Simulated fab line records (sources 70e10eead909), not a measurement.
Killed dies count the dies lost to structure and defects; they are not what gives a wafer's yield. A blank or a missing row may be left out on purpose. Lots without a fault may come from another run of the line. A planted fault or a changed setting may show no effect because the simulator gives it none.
Struck lot and sound lot, side by side || flow nand-harc || 14 steps out of a route of 1302
Sound: wafers L630.3, L630.4, L630.5. Wafers L628.2, L628.4, L628.5 were the ones struck. The cause is given at the end.
Per side, at each step with rows, come the tool, then ch with its chambers, and then its first start. Under that, the readings that differ: sound wafers || struck wafers || difference of the means || sigmas: that difference in standard deviations of wafers without a fault.
alike: a reading whose means differ by less than 2 such deviations, as well as words and numbers matching on both sides. not compared: withheld readings; readings where some wafer has no value; bounds like >300 that might hide an equal value; numbers whose values overlap and for which the record gives no deviation.
Wherever a step has rows on one side only, a row that says differs or no value, or a row with sigmas, the two part there. Numbers that don't overlap but have no deviation are shown without sigmas and don't part them. Lack of a reading on every wafer of one side parts them only where that side has two or more wafers.

NHARC_P_BONDPAD_CD_MEAS_09: target cd 500 nm.
  sound on cd-sem-01 ch 0, day 9 23:03; struck on cd-sem-01 ch 0, day 9 05:18
  alike: cd-nm
NHARC_P_BONDPAD_OVL_MEAS_38:
  sound on overlay-02, day 9 23:08; struck on overlay-02, day 9 05:23
  alike: overlay-x-nm, overlay-y-nm
then, 1 step without rows for these wafers: NHARC_P_BONDPAD_HARDBAKE_10 (time 65 s).
NHARC_P_BONDPAD_DESCUM_11: chemistry O2, time 3 s.
  sound on rie-diel-02 ch 0,1,3, day 9 23:16; struck on rie-diel-02 ch 0,1,3, day 9 05:31
  alike: drypump-motor-current-A, o2-flow-sccm, oes-product-au, rf-vpp-V, showerhead-plenum-p-Torr, throttle-valve-pct
  not compared: rf-hours-counter-h
then, 1 step without rows for these wafers: NHARC_P_BONDPAD_ETCH_37 (etches the open film in N2/H2, target depth 60 nm, overetch 18 nm, time 65.91 s).
NHARC_P_BONDPAD_ETCH_12: etches the open film in CHF3/O2, target depth 200 nm, time 100 s.
  sound on rie-diel-02 ch 1,2,3; struck on rie-diel-02 ch 0,2,3
{"reading": "oes-product-au (a.u.)", "sound": "0.993 1.000 0.953", "struck": "0.915 0.907 0.923", "difference": -0.067, "sigmas": -3}
  alike: drypump-motor-current-A, o2-flow-sccm, rf-vpp-V, showerhead-plenum-p-Torr, throttle-valve-pct
  not compared: rf-hours-counter-h
NHARC_P_BONDPAD_CD_MEAS_13:
  sound on cd-sem-02, day 9 23:35; struck on cd-sem-01, day 9 05:49
  alike: cd-nm
NHARC_P_BONDPAD_STRIP_15: strips in O2.
  sound on rie-diel-04 ch 0,1,3, day 9 23:40; struck on rie-diel-11 ch 2,3, day 9 05:54
  alike: drypump-motor-current-A, o2-flow-sccm, oes-product-au, rf-vpp-V, showerhead-plenum-p-Torr, throttle-valve-pct
  not compared: rf-hours-counter-h
NHARC_P_BONDPAD_ETCH_24: etches the open film in CF4/N2, target depth 30 nm, time 72.99 s.
  sound on rie-diel-04 ch 0,1,3; struck on rie-diel-11 ch 1,2, day 9 06:05
  alike: cf4-flow-sccm, drypump-motor-current-A, oes-product-au, rf-vpp-V, showerhead-plenum-p-Torr, throttle-valve-pct
  not compared: rf-hours-counter-h
then, 3 steps without rows for these wafers: NHARC_P_BONDPAD_STRIP_16 (strips in post etch residue remover, time 600 s); NHARC_P_BONDPAD_DEGAS_25 (time 60 s); NHARC_P_BONDPAD_PRE_CLEAN_26 (time 30 s).
NHARC_P_BONDPAD_PVD_17: deposits TaN, target thk 5 nm, time 8.06 s.
  sound on pvd-sputter-01, day 10 00:19; struck on pvd-sputter-01, day 9 06:36
  no value came back on the struck wafers for bias-v (V), cathode-dc-power-W (W), chamber-pressure-pa (Pa), throttle-valve-pct (%); on the sound wafers bias-v (V) reads 168.7 169.9 168.7
NHARC_P_BONDPAD_PVD_27: deposits Cu, target thk 30 nm, time 20.49 s.
  sound on pvd-sputter-01; struck on pvd-sputter-01
  alike: cathode-dc-power-W, chamber-pressure-pa, throttle-valve-pct

== WHERE THEY PART ==
Last at NHARC_P_BONDPAD_PVD_17 as far as this record goes, first at NHARC_P_BONDPAD_ETCH_12. Later steps at which nothing parts them and some readings are alike: NHARC_P_BONDPAD_PVD_27.

WHY: whatever the simulator had introduced
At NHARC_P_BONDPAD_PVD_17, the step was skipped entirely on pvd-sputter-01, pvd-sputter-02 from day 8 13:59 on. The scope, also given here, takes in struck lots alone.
